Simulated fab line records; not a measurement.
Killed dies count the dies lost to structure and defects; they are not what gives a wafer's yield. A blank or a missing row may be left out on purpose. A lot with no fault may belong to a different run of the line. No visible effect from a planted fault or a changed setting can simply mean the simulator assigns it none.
Which of the tools did it? || flow nandHarc || 11 lots, 33 wafers sampled, at 6 steps of a route of 1302

WHAT THE GAUGES READ, wafer by wafer
NHARC_P_M0_CD_MEAS_09: the cd target is 90 nm. Usual: cdNm reads 89.9 nm (standard deviation 0.57).
{"lot": "L888", "measured": "day 6 16:44", "on": "cdSem-03", "cdNm (nm)": "90.5 91.1 90.3", "flag": ""}
{"lot": "L890", "measured": "day 7 14:55", "on": "cdSem-03", "cdNm (nm)": "90.2 90.4 90.4", "flag": ""}
{"lot": "L891", "measured": "day 8 07:05", "on": "cdSem-01", "cdNm (nm)": "89.7 90.6 90.3", "flag": ""}
{"lot": "L892", "measured": "day 8 17:11", "on": "cdSem-03", "cdNm (nm)": "89.9 89.5 89.9", "flag": ""}
{"lot": "L894", "measured": "day 9 18:04", "on": "cdSem-02", "cdNm (nm)": "107.6 108.8 107.9", "flag": "OFF"}
{"lot": "L895", "measured": "day 10 01:25", "on": "cdSem-01", "cdNm (nm)": "89.6 89.7 89.2", "flag": ""}
{"lot": "L897", "measured": "day 11 00:25", "on": "cdSem-03", "cdNm (nm)": "104.4 104.9 105.6", "flag": "OFF"}
{"lot": "L903", "measured": "day 13 06:32", "on": "cdSem-02", "cdNm (nm)": "90.4 89.7 90.2", "flag": ""}
{"lot": "L904", "measured": "day 13 16:02", "on": "cdSem-02", "cdNm (nm)": "90.5 89.4 90.6", "flag": ""}
{"lot": "L906", "measured": "day 14 06:26", "on": "cdSem-01", "cdNm (nm)": "90.1 89.9 89.6", "flag": ""}
{"lot": "L909", "measured": "day 15 16:16", "on": "cdSem-02", "cdNm (nm)": "90.2 90.3 90.2", "flag": ""}

NHARC_END_SORT_01. Usual: defectLimitedYield 91.1 % (standard deviation 2.9); killedAtArray 55 (standard deviation 19); killedAtOther 0.8 (standard deviation 1.1); killedAtPeriphery 4.0 (standard deviation 2.6); killedDies 60 (standard deviation 20); killedOpen 3.4 (standard deviation 1.7); killedShort 2.6 (standard deviation 1.5).
{"lot": "L894", "measured": "day 28 08:04", "on": "prober-01", "defectLimitedYield (%)": 96.2, "killedAtArray": 22, "killedAtOther": 0, "killedAtPeriphery": 4, "killedDies": 26, "killedOpen": 3, "killedShort": 3, "flag": ""}

WHICH TOOL RAN EACH LOT (tool, then ch and the chambers of the sampled wafers, then the start)
{"lot": "L888", "NHARC_P_CONTACT_ETCH_31": "rieDiel-09 ch 0,2,3, day 6 16:39 or earlier", "NHARC_P_M0_PEB_07": "lithoTrack-01 ch 0, day 6 16:39", "NHARC_P_M0_DESCUM_14": "rieDiel-04 ch 1,2,3, day 6 16:56", "NHARC_P_M0_ETCH_15": "rieDiel-04 ch 1,2,3, no start"}
{"lot": "L890", "NHARC_P_CONTACT_ETCH_31": "rieDiel-02 ch 0,1,3, day 7 14:50 or earlier", "NHARC_P_M0_PEB_07": "lithoTrack-04 ch 0, day 7 14:50", "NHARC_P_M0_DESCUM_14": "rieDiel-04 ch 0,2,3, day 7 15:07", "NHARC_P_M0_ETCH_15": "rieDiel-04 ch 1,2,3, no start"}
{"lot": "L891", "NHARC_P_CONTACT_ETCH_31": "rieDiel-03 ch 0,1,2, day 8 07:00 or earlier", "NHARC_P_M0_PEB_07": "lithoTrack-06 ch 0, day 8 07:00", "NHARC_P_M0_DESCUM_14": "rieDiel-06 ch 1,2,3, day 8 07:17", "NHARC_P_M0_ETCH_15": "rieDiel-06 ch 1,2,3, no start"}
{"lot": "L892", "NHARC_P_CONTACT_ETCH_31": "rieDiel-09 ch 2,3, day 8 17:05 or earlier", "NHARC_P_M0_PEB_07": "lithoTrack-01 ch 0, day 8 17:05", "NHARC_P_M0_DESCUM_14": "rieDiel-06 ch 2,3, day 8 17:22", "NHARC_P_M0_ETCH_15": "rieDiel-06 ch 0,1,2, no start"}
{"lot": "L894", "NHARC_P_CONTACT_ETCH_31": "rieDiel-03 ch 0,1,3, day 9 17:58 or earlier", "NHARC_P_M0_PEB_07": "lithoTrack-01 ch 0, day 9 17:58", "NHARC_P_M0_DESCUM_14": "rieDiel-04 ch 0,3, day 9 18:15", "NHARC_P_M0_ETCH_15": "rieDiel-04 ch 1,3, day 28 08:04 or earlier"}
{"lot": "L895", "NHARC_P_CONTACT_ETCH_31": "rieDiel-09 ch 0,1,3, day 10 01:20 or earlier", "NHARC_P_M0_PEB_07": "lithoTrack-06 ch 0, day 10 01:20", "NHARC_P_M0_DESCUM_14": "rieDiel-04 ch 0,1,2, day 10 01:36", "NHARC_P_M0_ETCH_15": "rieDiel-04 ch 2,3, no start"}
{"lot": "L897", "NHARC_P_CONTACT_ETCH_31": "rieDiel-02 ch 0,3, day 11 00:19 or earlier", "NHARC_P_M0_PEB_07": "lithoTrack-01 ch 0, day 11 00:19", "NHARC_P_M0_DESCUM_14": "rieDiel-01 ch 1,2, day 11 00:35", "NHARC_P_M0_ETCH_15": "rieDiel-01 ch 0,2,3, no start"}
{"lot": "L903", "NHARC_P_CONTACT_ETCH_31": "rieDiel-09 ch 0,2, day 13 06:27 or earlier", "NHARC_P_M0_PEB_07": "lithoTrack-01 ch 0, day 13 06:27", "NHARC_P_M0_DESCUM_14": "rieDiel-01 ch 2,3, day 13 06:44", "NHARC_P_M0_ETCH_15": "rieDiel-01 ch 0,3, no start"}
{"lot": "L904", "NHARC_P_CONTACT_ETCH_31": "rieDiel-09 ch 0,2,3, day 13 15:57 or earlier", "NHARC_P_M0_PEB_07": "lithoTrack-04 ch 0, day 13 15:57", "NHARC_P_M0_DESCUM_14": "rieDiel-06 ch 1,2,3, day 13 16:13", "NHARC_P_M0_ETCH_15": "rieDiel-06 ch 1,2, no start"}
{"lot": "L906", "NHARC_P_CONTACT_ETCH_31": "rieDiel-02 ch 2,3, day 14 06:22 or earlier", "NHARC_P_M0_PEB_07": "lithoTrack-04 ch 0, day 14 06:22", "NHARC_P_M0_DESCUM_14": "rieDiel-06 ch 1,2, day 14 06:38", "NHARC_P_M0_ETCH_15": "rieDiel-06 ch 0,2, no start"}
{"lot": "L909", "NHARC_P_CONTACT_ETCH_31": "rieDiel-03 ch 0,2,3, day 15 16:11 or earlier", "NHARC_P_M0_PEB_07": "lithoTrack-01 ch 0, day 15 16:11", "NHARC_P_M0_DESCUM_14": "rieDiel-01 ch 1,2, day 15 16:27", "NHARC_P_M0_ETCH_15": "rieDiel-01 ch 0,1, no start"}
- NHARC_P_CONTACT_ETCH_31: etches the open film in CH3F/O2, target depth 30 nm, time 85.7 s.
- NHARC_P_M0_PEB_07: peb time 65 s.
- NHARC_P_M0_DESCUM_14: chemistry O2, time 3 s.
- NHARC_P_M0_ETCH_15: etches the open film in C4F8/Ar, target depth 150 nm, overetch 15 nm, time 82.5 s.

AS READ BY THE TOOLS THEMSELVES (means over the sampled wafers that have a number; for cases with no such wafer, the mark the record gives instead)
NHARC_P_CONTACT_ETCH_31. Usual: drypumpMotorCurrentA 5.8 A, standard deviation 0.44; mfcArSccm 200.0 sccm, standard deviation 0.59; oesProductAu 0.974 a.u., standard deviation 0.015; rfVppV 244.1 V, standard deviation 1.4; showerheadPlenumPTorr 2.43 Torr, standard deviation 0.087; throttleValvePct 20.664 %, standard deviation 0.0097.
{"lot": "L888", "tool": "rieDiel-09", "drypumpMotorCurrentA (A)": 6.2, "mfcArSccm (sccm)": 199.9, "oesProductAu (a.u.)": 0.984, "rfVppV (V)": 243.6, "showerheadPlenumPTorr (Torr)": 2.45, "throttleValvePct (%)": 20.654, "flag": ""}
{"lot": "L890", "tool": "rieDiel-02", "drypumpMotorCurrentA (A)": 5.3, "mfcArSccm (sccm)": 199.5, "oesProductAu (a.u.)": 0.974, "rfVppV (V)": 244.1, "showerheadPlenumPTorr (Torr)": 2.40, "throttleValvePct (%)": 20.664, "flag": ""}
{"lot": "L891", "tool": "rieDiel-03", "drypumpMotorCurrentA (A)": 5.8, "mfcArSccm (sccm)": 200.1, "oesProductAu (a.u.)": 0.969, "rfVppV (V)": 244.0, "showerheadPlenumPTorr (Torr)": 2.42, "throttleValvePct (%)": 20.663, "flag": ""}
{"lot": "L892", "tool": "rieDiel-09", "drypumpMotorCurrentA (A)": 6.2, "mfcArSccm (sccm)": 200.7, "oesProductAu (a.u.)": 0.967, "rfVppV (V)": 244.6, "showerheadPlenumPTorr (Torr)": 2.42, "throttleValvePct (%)": 20.662, "flag": ""}
{"lot": "L894", "tool": "rieDiel-03", "drypumpMotorCurrentA (A)": 5.8, "mfcArSccm (sccm)": 199.8, "oesProductAu (a.u.)": 0.990, "rfVppV (V)": 244.3, "showerheadPlenumPTorr (Torr)": 2.43, "throttleValvePct (%)": 20.659, "flag": ""}
{"lot": "L895", "tool": "rieDiel-09", "drypumpMotorCurrentA (A)": 5.9, "mfcArSccm (sccm)": 200.1, "oesProductAu (a.u.)": 0.983, "rfVppV (V)": 244.0, "showerheadPlenumPTorr (Torr)": 2.46, "throttleValvePct (%)": 20.660, "flag": ""}
{"lot": "L897", "tool": "rieDiel-02", "drypumpMotorCurrentA (A)": 5.0, "mfcArSccm (sccm)": 199.3, "oesProductAu (a.u.)": 0.993, "rfVppV (V)": 243.3, "showerheadPlenumPTorr (Torr)": 2.37, "throttleValvePct (%)": 20.654, "flag": ""}
{"lot": "L903", "tool": "rieDiel-09", "drypumpMotorCurrentA (A)": 6.4, "mfcArSccm (sccm)": 200.4, "oesProductAu (a.u.)": 0.995, "rfVppV (V)": 244.8, "showerheadPlenumPTorr (Torr)": 2.44, "throttleValvePct (%)": 20.671, "flag": ""}
{"lot": "L904", "tool": "rieDiel-09", "drypumpMotorCurrentA (A)": 6.2, "mfcArSccm (sccm)": 199.6, "oesProductAu (a.u.)": 0.966, "rfVppV (V)": 244.1, "showerheadPlenumPTorr (Torr)": 2.45, "throttleValvePct (%)": 20.662, "flag": ""}
{"lot": "L906", "tool": "rieDiel-02", "drypumpMotorCurrentA (A)": 5.2, "mfcArSccm (sccm)": 199.8, "oesProductAu (a.u.)": 0.961, "rfVppV (V)": 243.7, "showerheadPlenumPTorr (Torr)": 2.35, "throttleValvePct (%)": 20.671, "flag": ""}
{"lot": "L909", "tool": "rieDiel-03", "drypumpMotorCurrentA (A)": 5.9, "mfcArSccm (sccm)": 199.7, "oesProductAu (a.u.)": 0.968, "rfVppV (V)": 244.5, "showerheadPlenumPTorr (Torr)": 2.50, "throttleValvePct (%)": 20.664, "flag": ""}

NHARC_P_M0_PEB_07. Usual: exhaustPa 45.1 Pa, standard deviation 0.98; heaterPowerTotalW 156.6 W, standard deviation 0.4; plateTempC 100.00 C, standard deviation 0.14.
{"lot": "L888", "tool": "lithoTrack-01", "exhaustPa (Pa)": 43.3, "heaterPowerTotalW (W)": 156.6, "plateTempC (C)": 99.92, "flag": ""}
{"lot": "L890", "tool": "lithoTrack-04", "exhaustPa (Pa)": 45.8, "heaterPowerTotalW (W)": 156.3, "plateTempC (C)": 100.17, "flag": ""}
{"lot": "L891", "tool": "lithoTrack-06", "exhaustPa (Pa)": 45.3, "heaterPowerTotalW (W)": 156.4, "plateTempC (C)": 99.89, "flag": ""}
{"lot": "L892", "tool": "lithoTrack-01", "exhaustPa (Pa)": 45.4, "heaterPowerTotalW (W)": 156.6, "plateTempC (C)": 100.15, "flag": ""}
{"lot": "L894", "tool": "lithoTrack-01", "exhaustPa (Pa)": 45.4, "heaterPowerTotalW (W)": 169.3, "plateTempC (C)": 105.65, "flag": "OFF"}
{"lot": "L895", "tool": "lithoTrack-06", "exhaustPa (Pa)": 45.7, "heaterPowerTotalW (W)": 156.3, "plateTempC (C)": 99.95, "flag": ""}
{"lot": "L897", "tool": "lithoTrack-01", "exhaustPa (Pa)": 45.0, "heaterPowerTotalW (W)": 168.8, "plateTempC (C)": 105.84, "flag": "OFF"}
{"lot": "L903", "tool": "lithoTrack-01", "exhaustPa (Pa)": 43.6, "heaterPowerTotalW (W)": 156.2, "plateTempC (C)": 100.20, "flag": ""}
{"lot": "L904", "tool": "lithoTrack-04", "exhaustPa (Pa)": 45.2, "heaterPowerTotalW (W)": 156.8, "plateTempC (C)": 100.11, "flag": ""}
{"lot": "L906", "tool": "lithoTrack-04", "exhaustPa (Pa)": 44.1, "heaterPowerTotalW (W)": 156.9, "plateTempC (C)": 99.97, "flag": ""}
{"lot": "L909", "tool": "lithoTrack-01", "exhaustPa (Pa)": 46.3, "heaterPowerTotalW (W)": 156.6, "plateTempC (C)": 99.96, "flag": ""}

NHARC_P_M0_DESCUM_14. Usual: drypumpMotorCurrentA 5.6 A, standard deviation 0.34; mfcArSccm 0.005 sccm, standard deviation 0.011; oesProductAu 0.995 a.u., standard deviation 0.01; rfVppV 57.8 V, standard deviation 0.8; showerheadPlenumPTorr 1.91 Torr, standard deviation 0.079; throttleValvePct 11.311 %, standard deviation 0.011.
{"lot": "L888", "tool": "rieDiel-04", "drypumpMotorCurrentA (A)": 5.7, "mfcArSccm (sccm)": 0.000, "oesProductAu (a.u.)": 0.996, "rfVppV (V)": 58.0, "showerheadPlenumPTorr (Torr)": 1.92, "throttleValvePct (%)": 11.317, "flag": ""}
{"lot": "L890", "tool": "rieDiel-04", "drypumpMotorCurrentA (A)": 5.5, "mfcArSccm (sccm)": 0.000, "oesProductAu (a.u.)": 1.005, "rfVppV (V)": 57.8, "showerheadPlenumPTorr (Torr)": 1.93, "throttleValvePct (%)": 11.321, "flag": ""}
{"lot": "L891", "tool": "rieDiel-06", "drypumpMotorCurrentA (A)": 5.7, "mfcArSccm (sccm)": 0.004, "oesProductAu (a.u.)": 0.993, "rfVppV (V)": 57.8, "showerheadPlenumPTorr (Torr)": 1.89, "throttleValvePct (%)": 11.312, "flag": ""}
{"lot": "L892", "tool": "rieDiel-06", "drypumpMotorCurrentA (A)": 5.6, "mfcArSccm (sccm)": 0.006, "oesProductAu (a.u.)": 0.999, "rfVppV (V)": 57.8, "showerheadPlenumPTorr (Torr)": 1.94, "throttleValvePct (%)": 11.315, "flag": ""}
{"lot": "L894", "tool": "rieDiel-04", "drypumpMotorCurrentA (A)": 5.6, "mfcArSccm (sccm)": 0.000, "oesProductAu (a.u.)": 0.995, "rfVppV (V)": 58.5, "showerheadPlenumPTorr (Torr)": 1.88, "throttleValvePct (%)": 11.309, "flag": ""}
{"lot": "L895", "tool": "rieDiel-04", "drypumpMotorCurrentA (A)": 5.5, "mfcArSccm (sccm)": 0.000, "oesProductAu (a.u.)": 0.999, "rfVppV (V)": 57.5, "showerheadPlenumPTorr (Torr)": 1.92, "throttleValvePct (%)": 11.318, "flag": ""}
{"lot": "L897", "tool": "rieDiel-01", "drypumpMotorCurrentA (A)": 5.7, "mfcArSccm (sccm)": 0.003, "oesProductAu (a.u.)": 0.991, "rfVppV (V)": 57.3, "showerheadPlenumPTorr (Torr)": 1.92, "throttleValvePct (%)": 11.308, "flag": ""}
{"lot": "L903", "tool": "rieDiel-01", "drypumpMotorCurrentA (A)": 5.7, "mfcArSccm (sccm)": 0.001, "oesProductAu (a.u.)": 0.985, "rfVppV (V)": 58.4, "showerheadPlenumPTorr (Torr)": 1.95, "throttleValvePct (%)": 11.305, "flag": ""}
{"lot": "L904", "tool": "rieDiel-06", "drypumpMotorCurrentA (A)": 5.7, "mfcArSccm (sccm)": 0.004, "oesProductAu (a.u.)": 0.992, "rfVppV (V)": 57.8, "showerheadPlenumPTorr (Torr)": 1.88, "throttleValvePct (%)": 11.321, "flag": ""}
{"lot": "L906", "tool": "rieDiel-06", "drypumpMotorCurrentA (A)": 6.1, "mfcArSccm (sccm)": 0.005, "oesProductAu (a.u.)": 0.988, "rfVppV (V)": 57.9, "showerheadPlenumPTorr (Torr)": 1.88, "throttleValvePct (%)": 11.313, "flag": ""}
{"lot": "L909", "tool": "rieDiel-01", "drypumpMotorCurrentA (A)": 5.7, "mfcArSccm (sccm)": 0.003, "oesProductAu (a.u.)": 0.978, "rfVppV (V)": 58.4, "showerheadPlenumPTorr (Torr)": 1.91, "throttleValvePct (%)": 11.305, "flag": ""}

NHARC_P_M0_ETCH_15. Usual: oesProductAu 0.948 a.u., standard deviation 0.022; rfVppV 441.0 V, standard deviation 2.7.
{"lot": "L888", "tool": "rieDiel-04", "oesProductAu (a.u.)": 0.936, "rfVppV (V)": 441.7, "flag": ""}
{"lot": "L890", "tool": "rieDiel-04", "oesProductAu (a.u.)": 0.944, "rfVppV (V)": 441.3, "flag": ""}
{"lot": "L891", "tool": "rieDiel-06", "oesProductAu (a.u.)": 0.961, "rfVppV (V)": 440.7, "flag": ""}
{"lot": "L892", "tool": "rieDiel-06", "oesProductAu (a.u.)": 0.973, "rfVppV (V)": 439.3, "flag": ""}
{"lot": "L894", "tool": "rieDiel-04", "oesProductAu (a.u.)": 0.966, "rfVppV (V)": 439.6, "flag": ""}
{"lot": "L895", "tool": "rieDiel-04", "oesProductAu (a.u.)": 0.970, "rfVppV (V)": 441.7, "flag": ""}
{"lot": "L897", "tool": "rieDiel-01", "oesProductAu (a.u.)": 0.965, "rfVppV (V)": 442.7, "flag": ""}
{"lot": "L903", "tool": "rieDiel-01", "oesProductAu (a.u.)": 0.972, "rfVppV (V)": 444.2, "flag": ""}
{"lot": "L904", "tool": "rieDiel-06", "oesProductAu (a.u.)": 0.920, "rfVppV (V)": 438.2, "flag": ""}
{"lot": "L906", "tool": "rieDiel-06", "oesProductAu (a.u.)": 0.968, "rfVppV (V)": 439.9, "flag": ""}
{"lot": "L909", "tool": "rieDiel-01", "oesProductAu (a.u.)": 0.916, "rfVppV (V)": 444.4, "flag": ""}

THE ANSWER, worked out from the rows above alone
Rule: a lot counts as off when the mean over its wafers that have a number is more than 3 standard deviations away from the usual mean. Also off: a lot with no number at a reading for which 4 or more lots have one. The other lots that the step has rows for count as sound. Order of review: gauges by route order, followed by the tools' own readings, for which a lot's mean as printed above is used. At the first step where some lot is off, the reading lying furthest off is the one used; lots without a number count as furthest.
Off, at NHARC_P_M0_CD_MEAS_09 on cdNm: L894, L897.
A tool fits if, at a process step before that reading, it ran every lot that is off, and no sound lot after the first of them. Not tried: the gauges at NHARC_P_M0_CD_MEAS_09; whatever is off there is also off at NHARC_P_M0_PEB_07, on other tools, and gauge error can't account for it. With no start given for some of its lots, NHARC_P_CONTACT_ETCH_31 uses the hours and lot order of NHARC_P_M0_PEB_07. Not one of the candidates tried fits.

WHAT THE SIMULATOR HAD PUT IN
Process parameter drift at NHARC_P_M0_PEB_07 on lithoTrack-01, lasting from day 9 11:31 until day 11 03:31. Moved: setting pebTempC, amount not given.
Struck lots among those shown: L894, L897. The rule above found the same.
